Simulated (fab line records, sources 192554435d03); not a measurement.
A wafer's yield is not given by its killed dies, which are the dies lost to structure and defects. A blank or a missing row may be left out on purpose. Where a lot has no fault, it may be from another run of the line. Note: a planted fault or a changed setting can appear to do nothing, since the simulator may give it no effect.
The tool behind it: which one?	flow n5Finfet	11 lots with 33 wafers sampled at 2 steps, on a route of 1938 steps

## WHAT THE GAUGES READ, wafer by wafer
N5_BEOL_M13_THK_MEAS_50: measures by xrf.
lot	measured	on	M13_THK (nm)
L980	day 12 05:14	filmMetro-02	427 426 428
L983	day 12 22:46	filmMetro-02	424 423 427
L982	day 13 00:07	filmMetro-01	427 427 431
L986	day 13 06:00	filmMetro-01	416 428 422
L988	day 14 07:50	filmMetro-02	422 424 420
L990	day 14 18:41	filmMetro-01	422 419 417
L996	day 17 01:08	filmMetro-02	417 420 418
L999	day 17 04:45	filmMetro-02	420 419 416
L101	day 17 06:26	filmMetro-02	419 411 410
L100	day 18 00:29	filmMetro-02	421 415 423
L102	day 18 07:33	filmMetro-02	407 409 415

## TOOL THAT RAN EACH LOT (tool first, then ch and the chambers of the sampled wafers, then the start)
lot	N5_BEOL_M13_ANNEAL_48
L980	rtpAnneal-01 ch 0, day 12 04:46
L983	rtpAnneal-02 ch 0, day 12 22:11
L982	rtpAnneal-02 ch 0, day 12 23:31
L986	rtpAnneal-02 ch 0, day 13 05:25
L988	rtpAnneal-02 ch 0, day 14 07:17
L990	rtpAnneal-01 ch 0, day 14 18:10
L996	rtpAnneal-01 ch 0, day 17 00:35
L999	rtpAnneal-01 ch 0, day 17 04:11
L101	rtpAnneal-01 ch 0, day 17 05:41
L100	rtpAnneal-02 ch 0, day 17 23:56
L102	rtpAnneal-01 ch 0, day 18 07:02
- N5_BEOL_M13_ANNEAL_48: time 90 s.

## AS READ BY THE TOOLS THEMSELVES (means over the sampled wafers that have a number; for cases with no such wafer, the mark the record gives instead)
N5_BEOL_M13_ANNEAL_48.
lot	tool	wafer_temp_C_max
L980	rtpAnneal-01	226.16
L983	rtpAnneal-02	225.71
L982	rtpAnneal-02	225.83
L986	rtpAnneal-02	226.02
L988	rtpAnneal-02	226.33
L990	rtpAnneal-01	226.14
L996	rtpAnneal-01	226.19
L999	rtpAnneal-01	226.07
L101	rtpAnneal-01	226.13
L100	rtpAnneal-02	225.96
L102	rtpAnneal-01	226.08

## THE ANSWER, worked out from the rows above alone
Rule: what is usual is taken from the lots themselves. The widest of any qualifying gaps counts: lots, ordered by their means at a reading, are off when they make up no more than a third of the lots, leave a main group of 4 or more, and stand apart from it by 3 or more times the standard deviation of that group's means. Not used: any main group whose means are identical at the precision the tables above print for the reading. A lot without any number at a reading at which 4 lots or more have one is off too. The other lots that the step has rows for count as sound. The gauges are gone through in route order, then the tools' own readings, and for those a lot's mean is taken as printed above. At the first step where some lot is off, the reading lying furthest off is the one used; lots without a number count as furthest.
Nothing can be told from this: no lot is off at any reading shown.

## WHAT WAS PUT IN BY THE SIMULATOR
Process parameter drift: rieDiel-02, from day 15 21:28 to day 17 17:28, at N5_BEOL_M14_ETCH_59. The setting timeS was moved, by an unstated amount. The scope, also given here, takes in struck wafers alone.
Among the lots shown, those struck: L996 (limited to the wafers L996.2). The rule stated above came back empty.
